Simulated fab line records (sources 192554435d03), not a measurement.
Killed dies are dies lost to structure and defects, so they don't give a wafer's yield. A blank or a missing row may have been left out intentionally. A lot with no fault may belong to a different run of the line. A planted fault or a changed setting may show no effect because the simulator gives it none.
Matching of chambers / flow n5 finfet / 3 sister chambers for N5_BEOL_M9_CURE_71 on uv cure-02
The step cures SiCOH lowk, time 240 s. 14 wafers are shown with their chamber, then 7 later ones without.

## WAFERS WITH THEIR CHAMBER
wafer=L077.3; chamber=0; wafer_temp_C_max=386.3; lamp power pct (%)=52.29
wafer=L077.4; chamber=0; wafer_temp_C_max=386.4; lamp power pct (%)=52.27
wafer=L077.6; chamber=0; wafer_temp_C_max=386.9; lamp power pct (%)=52.34
wafer=L078.2; chamber=1; wafer_temp_C_max=386.1; lamp power pct (%)=52.40
wafer=L078.4; chamber=1; wafer_temp_C_max=386.0; lamp power pct (%)=52.32
wafer=L078.5; chamber=1; wafer_temp_C_max=386.2; lamp power pct (%)=52.28
wafer=L082.1; chamber=0; wafer_temp_C_max=386.6; lamp power pct (%)=52.28
wafer=L082.4; chamber=0; wafer_temp_C_max=387.3; lamp power pct (%)=52.33
wafer=L082.5; chamber=0; wafer_temp_C_max=387.8; lamp power pct (%)=52.27
wafer=L083.1; chamber=2; wafer_temp_C_max=386.8; lamp power pct (%)=52.32
wafer=L083.2; chamber=2; wafer_temp_C_max=386.5; lamp power pct (%)=52.35
wafer=L083.5; chamber=2; wafer_temp_C_max=386.2; lamp power pct (%)=52.29
wafer=L086.1; chamber=2; wafer_temp_C_max=386.9; lamp power pct (%)=52.37
wafer=L086.2; chamber=2; wafer_temp_C_max=386.8; lamp power pct (%)=52.35

SIGNATURES (means of the wafers above)
reading=wafer_temp_C_max; chamber 0=386.883; chamber 1=386.100; chamber 2=386.640; scatter within a chamber=0.429
reading=lamp power pct; chamber 0=52.2967; chamber 1=52.3333; chamber 2=52.3360; scatter within a chamber=0.0383
Rule: a wafer's distance from a chamber is the root of the sum, over the readings, of the square of ((its reading less the chamber's mean) divided by the reading's scatter). The wafer belongs to the nearest chamber; if the next one is less than 2 further off, it can't be placed. The scatter: take each reading less its chamber's mean, square it, sum over the shown wafers, divide by the number of wafers less the number of chambers, and take the root.

## WAFERS WITHOUT THEIR CHAMBER
wafer=L086.4; wafer_temp_C_max=387.4; lamp power pct (%)=52.25
wafer=L095.2; wafer_temp_C_max=387.3; lamp power pct (%)=52.25
wafer=L095.4; wafer_temp_C_max=387.2; lamp power pct (%)=52.32
wafer=L095.5; wafer_temp_C_max=386.8; lamp power pct (%)=52.30
wafer=L097.4; wafer_temp_C_max=386.8; lamp power pct (%)=52.30
wafer=L097.5; wafer_temp_C_max=387.0; lamp power pct (%)=52.31
wafer=L097.6; wafer_temp_C_max=386.3; lamp power pct (%)=52.35

## EACH ONE'S CHAMBER
wafer=L086.4; from the rows above=can't be placed: 0 or 2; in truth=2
wafer=L095.2; from the rows above=can't be placed: 0 or 2 or 1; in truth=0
wafer=L095.4; from the rows above=can't be placed: 0 or 2 or 1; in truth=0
wafer=L095.5; from the rows above=can't be placed: 0 or 2 or 1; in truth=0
wafer=L097.4; from the rows above=can't be placed: 0 or 2 or 1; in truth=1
wafer=L097.5; from the rows above=can't be placed: 0 or 2 or 1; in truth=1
wafer=L097.6; from the rows above=can't be placed: 1 or 2 or 0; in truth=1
Correct placement for 0 of the 7. Cannot be placed on the basis of these rows: 7; the candidates contain the true chamber in 7. Number placed wrongly: 0.
